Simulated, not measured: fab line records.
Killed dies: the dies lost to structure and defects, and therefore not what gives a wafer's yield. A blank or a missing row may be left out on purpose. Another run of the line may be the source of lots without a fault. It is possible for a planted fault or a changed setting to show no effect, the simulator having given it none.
Problem report, 8D (eight disciplines) form, completed by code    flow n5 finfet    the parts of the form that need people (team, actions taken, sign-off) are left out

== 1. WHAT WENT WRONG ==
At N5_GATE_CUT_CUT_ETCH_54, bias w averages 140.1 W over 5 wafers from 2 lots, while fault-free wafers read 125.9 W, standard deviation 0.42. Measured from the usual mean, that is +34 standard deviations.
The step: etches TiN in Cl2/BCl3, target depth 96.7 nm.
First seen on wafer L857.1, day 6 19:03, on rie metal-01. The record holds 27 wafers of 9 lots with a number at this step. By rule, "out" or "out of limits" means more than 4 standard deviations away from the usual mean. Any other wafer with a number is counted as sound.

== 2. WHAT THIS IS AND IS NOT ==
question                     is                                      is not
which readings at this step  bias w                                  drypump motor current A, etch rf on time s, oes product au, throttle valve pct
which lots                   L857, L860                              L848, L850, L853, L865, L868, L870, L871
which wafers of those lots   L857.1, L857.3, L857.5, L860.2, L860.6  L860.5
read on which tools          rie metal-01                            rie metal-02, rie metal-03
when                         from day 6 19:03                        up to then (9 sound wafers); but 13 sound wafers of L860, L865, L868, L870, L871 came after

== 3. WHAT RULES OUT EACH SUSPECT ==
Counting: a tool at a process step up to the reading stays a suspect if it ran every lot that is out. Sound lots after the first of them don't rule it out here, since some wafers of a struck lot are sound.
- rie metal-01 at N5_GATE_CUT_CUT_ETCH_53 (etches W in SF6/Cl2, target depth 79.2 nm): kept. It ran every lot that is out, first L857 (day 6 18:59); its last sound lot up to then is L853 (day 5 22:26).
- rie metal-01 at N5_GATE_CUT_CUT_ETCH_54 (etches TiN in Cl2/BCl3, target depth 96.7 nm): kept. It ran every lot that is out, first L857 (day 6 19:03); its last sound lot up to then is L853 (day 5 22:29). On those wafers its own readings are out: bias w.
- The sound lot-mates ran in chamber 1 of rie metal-01 at N5_GATE_CUT_CUT_ETCH_53, but the wafers that are out ran in chamber 0.
- The sound lot-mates ran in chamber 1 of rie metal-01 at N5_GATE_CUT_CUT_ETCH_54, but the wafers that are out ran in chamber 0.
The count leaves rie metal-01 at N5_GATE_CUT_CUT_ETCH_54 and rie metal-01 at N5_GATE_CUT_CUT_ETCH_53.

== 4. THE CAUSE (what the simulator had put in) ==
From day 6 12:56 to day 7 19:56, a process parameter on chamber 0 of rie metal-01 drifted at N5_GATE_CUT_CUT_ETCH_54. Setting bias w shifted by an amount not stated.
2 suspects survive the count, and this tool is in that group.

== 5. SEQUENCE OF EFFECTS, ordered by route ==
One row per reading whose mean, taken over the struck wafers that have a number, lies over 3 standard deviations from the usual. Scope: only readings with a usual standard deviation given in the record; hours: median across lots of the time from each lot's start at the first step in this table that gives one to its start at this step; sigmas: change in usual standard deviations.
hours  step                     reading  usual    on struck wafers  change  sigmas
0      N5_GATE_CUT_CUT_ETCH_54  bias w   125.9 W  140.1             +14.2   +34
Process steps it contains:
- N5_GATE_CUT_CUT_ETCH_54: etches TiN in Cl2/BCl3, target depth 96.7 nm.
Later measuring or inspecting steps at which every struck wafer that the step has a row for has a number for every such reading, and none has moved that far: N5_BEOL_M4_RC_MEAS_101.

== 6. WHAT WOULD HAVE CAUGHT IT SOONER ==
First out-of-limits reading in this record: day 6 19:03, which is 6 hours after fault onset at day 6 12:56.
